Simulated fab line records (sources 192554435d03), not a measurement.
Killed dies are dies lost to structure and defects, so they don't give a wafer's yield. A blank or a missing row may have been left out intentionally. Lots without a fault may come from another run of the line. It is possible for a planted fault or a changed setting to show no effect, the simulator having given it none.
8D (eight disciplines) problem report, filled in by code || flow n5Finfet || the parts of the form that need people (team, actions taken, sign-off) are left out

1. PROBLEM STATEMENT
At N5_STI_FIN_REVEAL_FIN_H_MEAS_10, trenchDepthNm averages 47.3 nm over 6 wafers from 2 lots, while fault-free wafers read 52.2 nm, standard deviation 0.64. Relative to the usual mean, that is a shift of -7.7 standard deviations.
The first sign was on wafer L754.1 at day 6 19:42, on ocd-02. Wafers with a number at this step in the record: 26, from 9 lots. Rule for "out" (also "out of limits"): further than 4 standard deviations from the usual mean. The other wafers with a number count as sound.

2. WHAT IT IS, WHAT IT ISN'T
{"question": "which readings at this step", "is": "trenchDepthNm", "is not": "-"}
{"question": "which lots", "is": "L754, L756", "is not": "L739, L740, L748, L751, L755, L759, L760"}
{"question": "which wafers of those lots", "is": "all that have a number", "is not": "-"}
{"question": "read on which gauges", "is": "ocd-01, ocd-02", "is not": "-"}
{"question": "when", "is": "from day 6 19:42", "is not": "up to then (11 sound wafers); but 9 sound wafers of L755, L759, L760 came after"}

3. SUSPECTS, AND WHAT RULES EACH OUT
Counting: a tool at any process step up to the reading remains a suspect when it ran all the lots that are out and ran no sound lot after the first of those.
- the gauge at N5_STI_FIN_REVEAL_FIN_H_MEAS_10 has been ruled out. Those wafers that are out were read across 2 gauges (ocd-01, ocd-02).
- vaporEtch-01 at N5_FIN_CUT_PRECLEAN_35 (cleans in vHF, time 13.3 s): ruled out as a lasting fault. The sound lots L755, L759 went through it after L754, its earliest lot that is out (day 6 09:44).
- rtpAnneal-02 at N5_STI_FIN_REVEAL_DENSIFY_30: ruled out as a lasting fault. The sound lots L760 went through it after L754, its earliest lot that is out (day 6 16:32).
- rieDiel-02 at N5_STI_FIN_REVEAL_ETCHBACK_08 (etches SiO2 in C4F6/O2, target depth 30.5 nm, time 10.167 s): kept. It processed each lot that is out, first L754 at day 6 16:45, and no sound lot thereafter; up to then, the last sound lot it processed was L751 at day 5 23:14.
After counting, what remains is rieDiel-02 at N5_STI_FIN_REVEAL_ETCHBACK_08.

4. THE CAUSE (what the simulator had put in)
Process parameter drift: rieDiel-02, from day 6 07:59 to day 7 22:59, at N5_STI_FIN_REVEAL_ETCHBACK_08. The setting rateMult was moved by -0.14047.
Only this tool survived the counting.

5. THE CHAIN OF EFFECTS, in route order
Each row: a reading where the mean over the struck wafers with a number is more than 3 standard deviations away from the usual. Scope: only readings with a usual standard deviation given in the record; hours: median across lots of the time from each lot's start at the first step in this table that gives one to its start at this step; sigmas: change in usual standard deviations.
{"hours": 0, "step": "N5_STI_FIN_REVEAL_FIN_H_MEAS_10", "reading": "trenchDepthNm", "usual": "52.2 nm", "on struck wafers": 47.3, "change": -4.9, "sigmas": -7.7}
{"hours": 130, "step": "N5_BEOL_M4_RC_MEAS_101", "reading": "DIBL_N", "usual": "35.9 mV/V", "on struck wafers": 44.9, "change": "+9.0", "sigmas": "+5.6"}
{"hours": 130, "step": "N5_BEOL_M4_RC_MEAS_101", "reading": "IOFF_N", "usual": "0.149 nA/um", "on struck wafers": 0.611, "change": "+0.462", "sigmas": "+16"}
{"hours": 130, "step": "N5_BEOL_M4_RC_MEAS_101", "reading": "IOFF_N_85C", "usual": "2.9 nA/um", "on struck wafers": 9.5, "change": "+6.6", "sigmas": "+14"}
{"hours": 130, "step": "N5_BEOL_M4_RC_MEAS_101", "reading": "IOFF_P", "usual": "0.20 nA/um", "on struck wafers": 0.38, "change": "+0.18", "sigmas": "+5.4"}
{"hours": 130, "step": "N5_BEOL_M4_RC_MEAS_101", "reading": "IOFF_P_85C", "usual": "3.5 nA/um", "on struck wafers": 5.9, "change": "+2.4", "sigmas": "+4.8"}
{"hours": 130, "step": "N5_BEOL_M4_RC_MEAS_101", "reading": "ION_N", "usual": "671 uA/um", "on struck wafers": 616, "change": -56, "sigmas": -5.0}
{"hours": 130, "step": "N5_BEOL_M4_RC_MEAS_101", "reading": "ION_P", "usual": "460 uA/um", "on struck wafers": 425, "change": -35, "sigmas": -4.8}
{"hours": 130, "step": "N5_BEOL_M4_RC_MEAS_101", "reading": "SS_N", "usual": "71.4 mV/dec", "on struck wafers": 83.2, "change": "+11.8", "sigmas": "+19"}
{"hours": 130, "step": "N5_BEOL_M4_RC_MEAS_101", "reading": "SS_P", "usual": "73.2 mV/dec", "on struck wafers": 77.2, "change": "+4.0", "sigmas": "+6.1"}
{"hours": 233, "step": "N5_PASSIVATION_PROBE_49", "reading": "sort_bin_8_speed", "usual": "0.00 %", "on struck wafers": 37.36, "change": "+37.36", "sigmas": "+99 or more"}
{"hours": 233, "step": "N5_PASSIVATION_PROBE_49", "reading": "sortNPass", "usual": 1073, "on struck wafers": 123, "change": -950, "sigmas": -53}
{"hours": 233, "step": "N5_PASSIVATION_PROBE_49", "reading": "sortYieldPct", "usual": "90.9 %", "on struck wafers": 10.4, "change": -80.5, "sigmas": -54}
Its process steps:
- N5_PASSIVATION_PROBE_49
Later steps that measure or inspect, where all struck wafers having a row at the step show a number for every such reading and not one has moved that far: N5_DUMMY_GATE_THK_MEAS_05.

6. HOW IT WOULD HAVE BEEN CAUGHT EARLIER
12 hours passed between the start of the fault at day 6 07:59 and the first reading out of limits at a measuring or inspecting step in this record, taken at day 6 19:42.
Tool readings at N5_STI_FIN_REVEAL_ETCHBACK_08 with a usual standard deviation given in the record: none out on any struck wafer, hence no alarm at a limit of 4 standard deviations on them.
Of the lots that are out (2), L756 began N5_STI_FIN_REVEAL_ETCHBACK_08 on rieDiel-02 after day 6 19:42. Putting the tool on hold at that point would have spared it.
